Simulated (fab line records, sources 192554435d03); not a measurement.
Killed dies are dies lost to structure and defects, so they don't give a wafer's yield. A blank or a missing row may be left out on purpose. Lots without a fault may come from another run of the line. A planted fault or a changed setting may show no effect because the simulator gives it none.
fab line records | flow n5_finfet
record lots=5 wafers=15 last_day=17
route steps=1938 shown BEOL_M1@829 BEOL_M2@841 BEOL_M4@1111
lots that met no fault: from a run of the same line without faults
start_h: hours from the record's first day to the start of the lot's first wafer shown | wait_h: hours since the lot's step before | " the same as in the row above | L1.1+2: a row that stands for several wafers | - no value, or no start given | * or withheld: withheld | < > ~ a bound
route shown NAME@n: a module of which the file shows steps, and the number in the route of the first | usual: mean/standard deviation of fault-free wafers | same: alike in all rows | chamber/n: place in a boat | sites: the reading at each site | _std_site: their standard deviation | _edge_site: outer sites' mean less inner sites' | radius_mm: how far each site lies from the wafer's centre | mask NAME#n: copy n | behind: the tool/chamber that last shaped the wafer | hold: why the lot was held/for how many hours/how that ended | device: the transistor (n, p or np) that didn't switch | end of line: the same wafers' tests at the end of the route | a step without rows: its recipe alone | killed: dies lost to structure and defects at the first sort, not the wafer's yield | map: a wafer's dies, x killed, . not, _ none there
set.NAME: the setting as run; set.NAME@STEP: as run at that earlier step | model.NAME: the simulator's own value behind a step, which no gauge read
lots at some steps of the route; a table a step, a row a wafer
services: from which hour (start_h, from the record's first day; less than 0 if before it) a tool's chamber was out of use, for how many hours, and why
## steps
# step N5_BEOL_M1_ANNEAL_95
# recipe temp_c=400 time_s=240 ambient=vacuum
# usual heater_power_w=788/70
# same time_s=240
# columns lot.wafer tool chamber start_h wait_h heater_power_w
L992.3 pvd_sputter-03 - 161.89 0.0 746
L992.5 " - " " 840
L992.6 " - " " 741
L996.2 pvd_sputter-01 - 178.24 0.0 744
L996.4 " - " " 846
L996.5 " - " " 838
L998.1 pvd_sputter-01 - 183.03 0.0 795
L998.2 " - " " 740
L998.6 " - " " 814
L106.1 pvd_sputter-03 - 236.04 0.0 857
L106.2 " - " " 805
L106.3 " - " " 735
L111.2 pvd_sputter-02 - 264.91 0.0 793
L111.3 " - " " 647
L111.6 " - " " 638
# step N5_BEOL_M1_SPUTTER_96
# recipe material=Cu target_thk_a=45 temp_c=-20 chamber_pressure_pa=0.07 power_w=withheld time_s=8.29
# step N5_BEOL_M1_ECD_50
# recipe material=Cu target_thk_a=3000
# step N5_BEOL_M1_ANNEAL_51
# recipe temp_c=225 time_s=90 ambient=N2
# usual wafer_temp_C_max=226.0/0.36
# same time_s=90
# columns lot.wafer tool chamber start_h wait_h wafer_temp_C_max
L992.3 rtp_anneal-01 0 162.39 0.2 226.7
L992.5 " 0 " " 226.1
L992.6 " 0 " " 226.1
L996.2 rtp_anneal-02 0 178.62 0.1 225.5
L996.4 " 0 " " 225.9
L996.5 " 0 " " 225.6
L998.1 rtp_anneal-01 0 183.36 0.1 226.3
L998.2 " 0 " " 226.2
L998.6 " 0 " " 226.1
L106.1 rtp_anneal-02 0 236.38 0.1 225.6
L106.2 " 0 " " 225.7
L106.3 " 0 " " 226.1
L111.2 rtp_anneal-01 0 265.29 0.1 226.7
L111.3 " 0 " " 226.6
L111.6 " 0 " " 226.2
# step N5_BEOL_M1_CMP_52
# recipe stop_on=SiOC t_overpolish_s=6.8 down_force_psi=1 platen_rpm=50 clearing_platen_down_force_psi=1.5 clearing_platen_rpm=50 post_cmp_clean=cu_alkaline target_thk_nm=40 clearing_platen_pad_velocity_m_s=0.99484 pad_velocity_m_s=0.99484
# usual barrier_field_endpoint_s=24.9/0.73 clearing_platen_rpm=49.994/0.025 edge_zone_pressure_frac=1.000/0.0046 head_pressure_psi=1.0000/0.0022 motor_current_A=6.2/0.74 overpolish_run_s=6.800/0.0089 time_to_endpoint_s=64/4
# columns lot.wafer tool chamber start_h wait_h barrier_field_endpoint_s clearing_platen_rpm edge_zone_pressure_frac head_pressure_psi motor_current_A overpolish_run_s time_to_endpoint_s
L992.3 cmp-04 0 162.70 0.3 25.1 50.034 1.000 1.0004 4.9 6.801 68
L992.5 " 3 " " 25.8 49.985 0.999 1.0008 5.1 6.796 69
L992.6 " 0 " " 25.2 50.012 1.002 1.0000 4.8 6.804 69
L996.2 cmp-01 1 178.91 0.2 26.3 50.004 1.000 0.9981 5.4 6.793 68
L996.4 " 2 " " 26.0 49.994 1.002 1.0015 5.7 6.800 65
L996.5 " 1 " " 26.0 50.020 0.999 1.0021 5.7 6.813 68
L998.1 cmp-01 3 183.70 0.3 25.0 50.008 0.993 0.9988 5.6 6.809 65
L998.2 " 0 " " 25.5 50.020 1.000 1.0010 6.1 6.790 67
L998.6 " 2 " " 25.6 50.002 1.002 1.0039 5.9 6.795 65
L106.3 cmp-02 0 236.72 0.2 23.6 49.991 0.999 0.9984 7.2 6.801 57
L106.1 " 1 " " 23.8 49.977 0.999 0.9976 6.2 6.791 61
L106.2 " 2 " " 24.6 49.976 0.995 1.0017 7.2 6.795 64
L111.2 cmp-02 1 265.58 0.2 25.7 49.994 0.998 0.9985 6.0 6.804 72
L111.3 " 2 " " 25.5 49.983 0.989 1.0010 6.8 6.797 69
L111.6 " 1 " " 26.4 50.016 0.996 1.0014 5.6 6.801 69
# step N5_BEOL_M1_THK_MEAS_53
# recipe thk_meas_gauge=xrf reads=Cu_of_BEOL_M1_ECD_50
# usual M1_THK=40.9/1.5
# columns lot.wafer tool chamber start_h wait_h M1_THK[nm]
L992.3 film_metro-01 - 162.96 - 41.9
L992.5 " - " " 43.0
L992.6 " - " " 42.3
L996.2 film_metro-02 - 179.17 - 42.4
L996.4 " - " " 42.8
L996.5 " - " " 42.2
L998.1 film_metro-02 - 183.96 - 40.8
L998.2 " - " " 42.6
L998.6 " - " " 41.9
L106.1 film_metro-02 - 236.98 - 41.4
L106.2 " - " " 40.7
L106.3 " - " " 41.2
L111.2 film_metro-02 - 265.84 - 38.9
L111.3 " - " " 41.2
L111.6 " - " " 40.6
# step N5_BEOL_M1_PRE_CLEAN_60
# recipe gas=NH3/H2 time_s=15 temp_c=* rf_power_w=300
# usual heater_power_w=83/18
# same time_s=15
# columns lot.wafer tool chamber start_h wait_h heater_power_w
L992.3 cvd_co-02 0 163.00 0.0 84
L992.5 " 1 " " 98
L992.6 " 2 " " 74
L996.2 cvd_co-02 2 179.21 0.0 76
L996.4 " 1 " " 98
L996.5 " 2 " " 74
L998.1 cvd_co-01 2 183.99 0.0 51
L998.2 " 1 " " 87
L998.6 " 2 " " 51
L106.1 cvd_co-02 1 237.02 0.0 98
L106.2 " 2 " " 76
L106.3 " 0 " " 86
L111.2 cvd_co-01 0 265.88 0.0 103
L111.3 " 2 " " 52
L111.6 " 1 " " 89
# step N5_BEOL_M1_CO_CAP_55
# recipe material=Co target_thk_a=20 temp_c=200 precursor=CCTBA/H2 pressure_torr=30 time_s=102.1
# step N5_BEOL_M1_PRE_CLEAN_56
# recipe gas=NH3 time_s=15 temp_c=withheld rf_power_w=300
# step N5_BEOL_M1_DEP_57
# recipe material=SiCN target_thk_a=80 temp_c=withheld precursor=3MS/NH3 pressure_torr=3 rf_w=202 time_s=14
# usual showerhead_plenum_p_Torr=3.666/0.013 throttle_valve_pct=9.0/0.44
# same time_s=14
# columns lot.wafer tool chamber start_h wait_h showerhead_plenum_p_Torr throttle_valve_pct
L992.3 pecvd-03 2 163.15 0.0 3.676 8.1
L992.5 " 1 " " 3.658 8.9
L992.6 " 0 " " 3.664 9.7
L996.2 pecvd-03 1 179.36 0.0 3.658 9.1
L996.4 " 0 " " 3.652 10.0
L996.5 " 1 " " 3.668 9.1
L998.1 pecvd-03 2 184.15 0.0 3.676 8.4
L998.2 " 0 " " 3.652 9.7
L998.6 " 0 " " 3.661 9.6
L106.1 pecvd-02 2 237.18 0.0 3.656 8.4
L106.2 " 0 " " 3.672 9.2
L106.3 " 1 " " 3.678 9.2
L111.2 pecvd-03 2 266.03 0.0 3.681 8.5
L111.3 " 0 " " 3.659 9.6
L111.6 " 2 " " 3.683 8.4
# step N5_BEOL_M1_RS_MEAS_58
# recipe thk_meas_gauge=four-point-probe reads=Co_of_BEOL_M1_CO_CAP_55+Cu_of_BEOL_M1_ECD_50+Co_of_BEOL_M1_CVD_47+TaN_of_BEOL_M1_ALD_84
# usual M1_RS=0.66/0.03
# columns lot.wafer tool chamber start_h wait_h M1_RS[ohm/sq]
L992.3 film_metro-01 - 163.30 0.1 0.63
L992.5 " - " " 0.61
L992.6 " - " " 0.62
L996.2 film_metro-02 - 179.43 0.1 0.64
L996.4 " - " " 0.63
L996.5 " - " " 0.64
L998.1 film_metro-02 - 184.22 0.0 0.67
L998.2 " - " " 0.64
L998.6 " - " " 0.65
L106.1 film_metro-02 - 237.26 0.1 0.65
L106.2 " - " " 0.66
L106.3 " - " " 0.65
L111.2 film_metro-02 - 266.10 0.1 0.70
L111.3 " - " " 0.65
L111.6 " - " " 0.66
# step N5_BEOL_M1_INSPECT_59
# recipe inspect_instrument=darkfield mode=post_dep
# usual raw_defect_count=70/25
# columns lot.wafer tool chamber start_h wait_h raw_defect_count
L992.3 defect_inspect-01 - 163.32 0.0 100
L992.5 " - " " 98
L992.6 " - " " 144
L996.2 defect_inspect-01 - 179.46 0.0 51
L996.4 " - " " 71
L996.5 " - " " 55
L998.1 defect_inspect-01 - 184.24 0.0 46
L998.2 " - " " 31
L998.6 " - " " 44
L106.1 defect_inspect-02 - 237.39 0.1 97
L106.2 " - " " 163
L106.3 " - " " 95
L111.2 defect_inspect-01 - 266.13 0.0 42
L111.3 " - " " 53
L111.6 " - " " 54
# step N5_BEOL_M2_ILD_DEP_00
# recipe material=SiOC target_thk_a=790 temp_c=350 precursor=DEMS/O2 pressure_torr=5 rf_w=500 time_s=15.3
# usual heater_power_w=508/88 showerhead_plenum_p_Torr=5.687/0.016 susceptor_temp_C=350.01/0.22 throttle_valve_pct=11.9/0.45
# same time_s=15.3
# columns lot.wafer tool chamber start_h wait_h heater_power_w showerhead_plenum_p_Torr susceptor_temp_C throttle_valve_pct
L992.3 pecvd-03 0 163.36 0.0 359 5.674 350.26 12.6
L992.5 " 1 " " 474 5.691 349.62 12.3
L992.6 " 2 " " 611 5.722 349.94 11.0
L996.2 pecvd-04 1 179.49 0.0 540 5.682 350.29 11.5
L996.4 " 0 " " 553 5.688 350.64 12.3
L996.5 " 1 " " 530 5.677 350.08 11.2
L998.1 pecvd-04 0 184.28 0.0 629 5.681 346.11 12.2
L998.2 " 1 " " 534 5.684 350.02 11.0
L998.6 " 0 " " 643 5.684 345.87 12.2
L106.1 pecvd-01 1 237.43 0.0 395 5.672 350.02 11.9
L106.2 " 0 " " 495 5.688 349.81 12.0
L106.3 " 2 " " 511 5.715 349.81 11.5
L111.2 pecvd-01 2 266.16 0.0 570 5.710 349.86 11.5
L111.3 " 1 " " 423 5.691 349.89 11.7
L111.6 " 1 " " 446 5.674 349.55 11.8
# step N5_BEOL_M2_THK_MEAS_01
# recipe reads=SiOC_of_BEOL_M2_ILD_DEP_00
# usual M2_ILD_THK=78.6/1
# columns lot.wafer tool chamber start_h wait_h M2_ILD_THK[nm]
L992.3 film_metro-01 - 163.43 0.1 78.0
L992.5 " - " " 80.3
L992.6 " - " " 79.8
L996.2 film_metro-02 - 179.56 0.1 78.1
L996.4 " - " " 79.0
L996.5 " - " " 78.4
L998.1 film_metro-02 - 184.35 0.0 78.7
L998.2 " - " " 76.9
L998.6 " - " " 79.4
L106.1 film_metro-02 - 237.50 0.0 78.6
L106.2 " - " " 77.6
L106.3 " - " " 78.4
L111.2 film_metro-02 - 266.23 0.1 79.5
L111.3 " - " " 78.4
L111.6 " - " " 78.4
# step N5_BEOL_M4_RC_MEAS_101
# usual DIBL_N=35.9/1.4 DIBL_P=35.9/1.7 IOFF_N=0.160/0.026 IOFF_P=0.21/0.036 ION_N=672/11 ION_P=461/8.1 SS_N=71.4/0.54 SS_P=73.2/0.67 VT_N=249.3/2.7 VT_P=-250/3.9
# columns lot.wafer tool chamber start_h wait_h DIBL_N[mV/V] DIBL_P[mV/V] IOFF_N[nA/um] IOFF_P[nA/um] ION_N[uA/um] ION_P[uA/um] SS_N[mV/dec] SS_P[mV/dec] VT_N[mV] VT_P[mV]
L992.3 prober-02 0 197.11 0.3 36.4 35.4 0.161 0.20 663 454 71.0 73.6 249.6 -252
L992.5 " 0 " " 35.9 35.5 0.162 0.21 674 462 71.0 72.9 250.4 -249
L992.6 " 0 " " 38.1 37.9 0.191 0.25 671 463 72.0 74.1 246.7 -246
L996.2 prober-01 0 208.83 0.2 37.1 36.9 0.186 0.25 668 463 71.2 73.8 245.6 -246
L996.4 " 0 " " 35.4 33.7 0.149 0.19 678 465 71.2 72.4 249.2 -250
L996.5 " 0 " " 35.9 35.5 0.161 0.23 674 477 70.9 73.4 248.7 -245
L998.1 prober-02 0 221.02 0.0 35.1 33.8 0.134 0.17 663 457 71.3 72.8 250.4 -255
L998.2 " 0 " " 34.6 33.7 0.127 0.18 668 459 70.5 72.7 252.8 -251
L998.6 " 0 " " 37.1 36.7 0.169 0.23 677 460 71.7 72.7 246.9 -247
L106.1 prober-02 0 260.94 0.0 35.9 34.7 0.152 0.22 664 459 71.1 73.4 249.3 -249
L106.2 " 0 " " 37.0 36.9 0.172 0.27 663 461 71.4 73.1 246.3 -247
L106.3 " 0 " " 35.3 35.3 0.155 0.24 676 473 70.9 72.8 247.6 -245
L111.2 prober-01 0 309.85 0.2 34.5 35.1 0.159 0.19 681 463 71.0 73.0 249.1 -252
L111.3 " 0 " " 35.1 37.1 0.174 0.22 690 470 71.7 73.1 246.4 -252
L111.6 " 0 " " 34.4 35.6 0.158 0.20 682 466 71.4 72.7 248.8 -251
## services
# columns tool chamber start_h hours kind
cvd_co-02 - 138.31 0.3 repair
pvd_sputter-02 - 138.49 1.9 repair
pecvd-02 - 149.20 1.5 repair
cmp-02 - 149.95 1.8 repair
pvd_sputter-03 - 149.97 2.2 repair
cmp-04 - 158.07 4.0 pm
cmp-02 - 158.13 5.8 repair
pecvd-02 0 162.79 21.3 repair
cmp-04 - 163.54 6.9 pm
pecvd-02 - 174.89 0.7 repair
pecvd-01 - 178.63 6.0 pm
cvd_co-02 - 179.76 2.8 pm
cmp-04 - 182.52 2.2 repair
pecvd-02 - 185.19 4.3 pm
cmp-04 - 190.31 1.1 repair
cmp-01 - 197.77 4.0 pm
pecvd-01 2 207.56 17.3 repair
pecvd-03 - 212.33 5.2 repair
cmp-04 - 212.95 18.4 pm
cvd_co-02 - 215.16 6.9 pm
cvd_co-01 0 215.84 2.9 repair
cvd_co-02 - 228.18 3.4 repair
cmp-02 - 251.11 4.0 pm
cmp-01 - 256.07 10.5 repair
## key
first_sign step=N5_BEOL_M2_ILD_DEP_00 reading=susceptor_temp_C direction=down sigmas=18 usual=* struck=*
effect none on later readings
met_at N5_BEOL_M2_ILD_DEP_00
struck_wafers L998.1,L998.6
onset_between 179.49 184.28
fault kind=process_parameter_drift tool=pecvd-04 chamber=0 onset_h=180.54 steps=N5_BEOL_M2_ILD_DEP_00 channel=temp_c offset=* shape=step end_h=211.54 acts_in=* stated=*
